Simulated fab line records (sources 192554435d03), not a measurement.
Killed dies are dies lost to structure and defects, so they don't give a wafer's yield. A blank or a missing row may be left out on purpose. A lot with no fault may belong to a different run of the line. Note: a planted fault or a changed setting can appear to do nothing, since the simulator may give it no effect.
Split-lot trial || flow n5 finfet || 39 wafers read across 7 lots, on a route 1938 steps long

ABOUT THE SPLIT
At N5_ZERO_LAYER_PECVD_02 (deposits SiO2 from SiH4/N2O, target thk 10 nm, time 6 s), the setting target thk a was moved away from the recipe's 100 angstrom on 12 of the 39 wafers read, by -12.7% to +7.9%. This setting was run at the recipe's value on the other wafers.

The reading is taken at the split's own step.

THE READING
SiO2_of_ZERO_LAYER_PECVD_02.thk nm (the simulator's own value, which no gauge read), in nm, at N5_ZERO_LAYER_PECVD_02 (deposits SiO2 from SiH4/N2O, target thk 10 nm, time 6 s). The file gives no usual value for it. Here, 27 wafers ran the recipe; their average is 10.047 nm with a standard deviation of 0.17 nm.

{"wafer": "L082.1", "tool, chamber at the split": "pecvd-02, 0", "target thk a as run, angstrom": 100, "against the recipe": "recipe", "SiO2_of_ZERO_LAYER_PECVD_02.thk nm, nm": 9.715, "against lot-mates on the recipe": "-"}
{"wafer": "L082.2", "tool, chamber at the split": "pecvd-02, 1", "target thk a as run, angstrom": 100, "against the recipe": "recipe", "SiO2_of_ZERO_LAYER_PECVD_02.thk nm, nm": 9.988, "against lot-mates on the recipe": "-"}
{"wafer": "L082.3", "tool, chamber at the split": "pecvd-02, 2", "target thk a as run, angstrom": 107.9, "against the recipe": "+7.9%", "SiO2_of_ZERO_LAYER_PECVD_02.thk nm, nm": 10.31, "against lot-mates on the recipe": "+0.402"}
{"wafer": "L082.4", "tool, chamber at the split": "pecvd-02, 0,2", "target thk a as run, angstrom": 107.9, "against the recipe": "+7.9%", "SiO2_of_ZERO_LAYER_PECVD_02.thk nm, nm": 10.57, "against lot-mates on the recipe": "+0.662"}
{"wafer": "L082.5", "tool, chamber at the split": "pecvd-02, 0,2", "target thk a as run, angstrom": 107.9, "against the recipe": "+7.9%", "SiO2_of_ZERO_LAYER_PECVD_02.thk nm, nm": 10.57, "against lot-mates on the recipe": "+0.662"}
{"wafer": "L082.6", "tool, chamber at the split": "pecvd-02, 1", "target thk a as run, angstrom": 100, "against the recipe": "recipe", "SiO2_of_ZERO_LAYER_PECVD_02.thk nm, nm": 10.02, "against lot-mates on the recipe": "-"}
{"wafer": "L083.1", "tool, chamber at the split": "pecvd-01, 1", "target thk a as run, angstrom": 100, "against the recipe": "recipe", "SiO2_of_ZERO_LAYER_PECVD_02.thk nm, nm": 10.19, "against lot-mates on the recipe": "-"}
{"wafer": "L083.2", "tool, chamber at the split": "pecvd-01, 0", "target thk a as run, angstrom": 100, "against the recipe": "recipe", "SiO2_of_ZERO_LAYER_PECVD_02.thk nm, nm": 10.09, "against lot-mates on the recipe": "-"}
{"wafer": "L083.3", "tool, chamber at the split": "pecvd-01, 2,0", "target thk a as run, angstrom": 100, "against the recipe": "recipe", "SiO2_of_ZERO_LAYER_PECVD_02.thk nm, nm": 10.26, "against lot-mates on the recipe": "-"}
{"wafer": "L083.6", "tool, chamber at the split": "pecvd-01, 2,0", "target thk a as run, angstrom": 100, "against the recipe": "recipe", "SiO2_of_ZERO_LAYER_PECVD_02.thk nm, nm": 10.26, "against lot-mates on the recipe": "-"}
{"wafer": "L083.4", "tool, chamber at the split": "pecvd-01, 2", "target thk a as run, angstrom": 100, "against the recipe": "recipe", "SiO2_of_ZERO_LAYER_PECVD_02.thk nm, nm": 10.14, "against lot-mates on the recipe": "-"}
{"wafer": "L083.5", "tool, chamber at the split": "pecvd-01, 1", "target thk a as run, angstrom": 100, "against the recipe": "recipe", "SiO2_of_ZERO_LAYER_PECVD_02.thk nm, nm": 10.47, "against lot-mates on the recipe": "-"}
{"wafer": "L086.1", "tool, chamber at the split": "pecvd-01, 1", "target thk a as run, angstrom": 100, "against the recipe": "recipe", "SiO2_of_ZERO_LAYER_PECVD_02.thk nm, nm": 9.946, "against lot-mates on the recipe": "-"}
{"wafer": "L086.2", "tool, chamber at the split": "pecvd-01, 0", "target thk a as run, angstrom": 87.28, "against the recipe": "-12.7%", "SiO2_of_ZERO_LAYER_PECVD_02.thk nm, nm": 8.836, "against lot-mates on the recipe": -1.153}
{"wafer": "L086.3", "tool, chamber at the split": "pecvd-01, 2", "target thk a as run, angstrom": 87.28, "against the recipe": "-12.7%", "SiO2_of_ZERO_LAYER_PECVD_02.thk nm, nm": 8.625, "against lot-mates on the recipe": -1.364}
{"wafer": "L086.4", "tool, chamber at the split": "pecvd-01, 2", "target thk a as run, angstrom": 100, "against the recipe": "recipe", "SiO2_of_ZERO_LAYER_PECVD_02.thk nm, nm": 10.03, "against lot-mates on the recipe": "-"}
{"wafer": "L086.5", "tool, chamber at the split": "pecvd-01, 1", "target thk a as run, angstrom": 100, "against the recipe": "recipe", "SiO2_of_ZERO_LAYER_PECVD_02.thk nm, nm": 9.991, "against lot-mates on the recipe": "-"}
{"wafer": "L086.6", "tool, chamber at the split": "pecvd-01, 0", "target thk a as run, angstrom": 87.28, "against the recipe": "-12.7%", "SiO2_of_ZERO_LAYER_PECVD_02.thk nm, nm": 8.784, "against lot-mates on the recipe": -1.205}
{"wafer": "L091.1", "tool, chamber at the split": "pecvd-01, 2", "target thk a as run, angstrom": 100, "against the recipe": "recipe", "SiO2_of_ZERO_LAYER_PECVD_02.thk nm, nm": 10.15, "against lot-mates on the recipe": "-"}
{"wafer": "L091.2", "tool, chamber at the split": "pecvd-01, 0", "target thk a as run, angstrom": 89.77, "against the recipe": "-10.2%", "SiO2_of_ZERO_LAYER_PECVD_02.thk nm, nm": 9.035, "against lot-mates on the recipe": -1.098}
{"wafer": "L091.3", "tool, chamber at the split": "pecvd-01, 1", "target thk a as run, angstrom": 100, "against the recipe": "recipe", "SiO2_of_ZERO_LAYER_PECVD_02.thk nm, nm": 10.07, "against lot-mates on the recipe": "-"}
{"wafer": "L091.4", "tool, chamber at the split": "pecvd-01, 1", "target thk a as run, angstrom": 89.77, "against the recipe": "-10.2%", "SiO2_of_ZERO_LAYER_PECVD_02.thk nm, nm": 9.222, "against lot-mates on the recipe": -0.911}
{"wafer": "L091.5", "tool, chamber at the split": "pecvd-01, 2", "target thk a as run, angstrom": 100, "against the recipe": "recipe", "SiO2_of_ZERO_LAYER_PECVD_02.thk nm, nm": 10.18, "against lot-mates on the recipe": "-"}
{"wafer": "L091.6", "tool, chamber at the split": "pecvd-01, 0", "target thk a as run, angstrom": 89.77, "against the recipe": "-10.2%", "SiO2_of_ZERO_LAYER_PECVD_02.thk nm, nm": 9.164, "against lot-mates on the recipe": -0.969}
{"wafer": "L093.1", "tool, chamber at the split": "pecvd-01, 0", "target thk a as run, angstrom": 106.7, "against the recipe": "+6.7%", "SiO2_of_ZERO_LAYER_PECVD_02.thk nm, nm": 10.7, "against lot-mates on the recipe": "+0.667"}
{"wafer": "L093.2", "tool, chamber at the split": "pecvd-01, 1", "target thk a as run, angstrom": 106.7, "against the recipe": "+6.7%", "SiO2_of_ZERO_LAYER_PECVD_02.thk nm, nm": 10.54, "against lot-mates on the recipe": "+0.507"}
{"wafer": "L093.3", "tool, chamber at the split": "pecvd-01, 0", "target thk a as run, angstrom": 106.7, "against the recipe": "+6.7%", "SiO2_of_ZERO_LAYER_PECVD_02.thk nm, nm": 10.68, "against lot-mates on the recipe": "+0.647"}
{"wafer": "L093.4", "tool, chamber at the split": "pecvd-01, 1", "target thk a as run, angstrom": 100, "against the recipe": "recipe", "SiO2_of_ZERO_LAYER_PECVD_02.thk nm, nm": 9.966, "against lot-mates on the recipe": "-"}
{"wafer": "L093.5", "tool, chamber at the split": "pecvd-01, 0", "target thk a as run, angstrom": 100, "against the recipe": "recipe", "SiO2_of_ZERO_LAYER_PECVD_02.thk nm, nm": 9.944, "against lot-mates on the recipe": "-"}
{"wafer": "L093.6", "tool, chamber at the split": "pecvd-01, 1", "target thk a as run, angstrom": 100, "against the recipe": "recipe", "SiO2_of_ZERO_LAYER_PECVD_02.thk nm, nm": 10.19, "against lot-mates on the recipe": "-"}
{"wafer": "L094.1", "tool, chamber at the split": "pecvd-02, 2", "target thk a as run, angstrom": 100, "against the recipe": "recipe", "SiO2_of_ZERO_LAYER_PECVD_02.thk nm, nm": 9.848, "against lot-mates on the recipe": "-"}
{"wafer": "L094.2", "tool, chamber at the split": "pecvd-02, 0", "target thk a as run, angstrom": 100, "against the recipe": "recipe", "SiO2_of_ZERO_LAYER_PECVD_02.thk nm, nm": 9.674, "against lot-mates on the recipe": "-"}
{"wafer": "L094.3", "tool, chamber at the split": "pecvd-02, 1", "target thk a as run, angstrom": 100, "against the recipe": "recipe", "SiO2_of_ZERO_LAYER_PECVD_02.thk nm, nm": 10.12, "against lot-mates on the recipe": "-"}
{"wafer": "L094.4", "tool, chamber at the split": "pecvd-02, 0", "target thk a as run, angstrom": 100, "against the recipe": "recipe", "SiO2_of_ZERO_LAYER_PECVD_02.thk nm, nm": 9.888, "against lot-mates on the recipe": "-"}
{"wafer": "L094.5", "tool, chamber at the split": "pecvd-02, 2", "target thk a as run, angstrom": 100, "against the recipe": "recipe", "SiO2_of_ZERO_LAYER_PECVD_02.thk nm, nm": 10.15, "against lot-mates on the recipe": "-"}
{"wafer": "L094.6", "tool, chamber at the split": "pecvd-02, 1", "target thk a as run, angstrom": 100, "against the recipe": "recipe", "SiO2_of_ZERO_LAYER_PECVD_02.thk nm, nm": 10.2, "against lot-mates on the recipe": "-"}
{"wafer": "L097.1", "tool, chamber at the split": "pecvd-01, 2", "target thk a as run, angstrom": 100, "against the recipe": "recipe", "SiO2_of_ZERO_LAYER_PECVD_02.thk nm, nm": 9.792, "against lot-mates on the recipe": "-"}
{"wafer": "L097.4", "tool, chamber at the split": "pecvd-01, 2", "target thk a as run, angstrom": 100, "against the recipe": "recipe", "SiO2_of_ZERO_LAYER_PECVD_02.thk nm, nm": 9.956, "against lot-mates on the recipe": "-"}
{"wafer": "L097.6", "tool, chamber at the split": "pecvd-01, 1", "target thk a as run, angstrom": 100, "against the recipe": "recipe", "SiO2_of_ZERO_LAYER_PECVD_02.thk nm, nm": 10.04, "against lot-mates on the recipe": "-"}
Rows listing several chambers each stand for several wafers; the file does not say which wafer went through which chamber.

FIT RESULTS
A straight line over all 39 wafers: SiO2_of_ZERO_LAYER_PECVD_02.thk nm changes by +0.0881 nm for each +1% of target thk a; r = +0.94; the points scatter about the line by 0.18 nm.
The same after taking each lot's own level away (the mean of its wafers on the recipe; 39 wafers): +0.092 nm for each +1%; r = +0.97; scatter 0.13 nm.
The reading moves by 1.2 nm for the largest change in target thk a, on that fit.
Across the lots, their own levels run from 9.9077 to 10.2350 nm, a range of 1.9 times the standard deviation given above.
The two slopes agree, so the slope changes little with the lot-to-lot level.
Check: with one of the wafers moved furthest among these (-12.7%) left out of the fit, the line predicts -1.2 nm for it against its lot-mates. It came out at -1.15 nm against them.

THE FILE'S OWN FIT
SiO2_of_ZERO_LAYER_PECVD_02.thk nm changes by +0.0925 nm for each +1% of target thk a, r = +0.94.
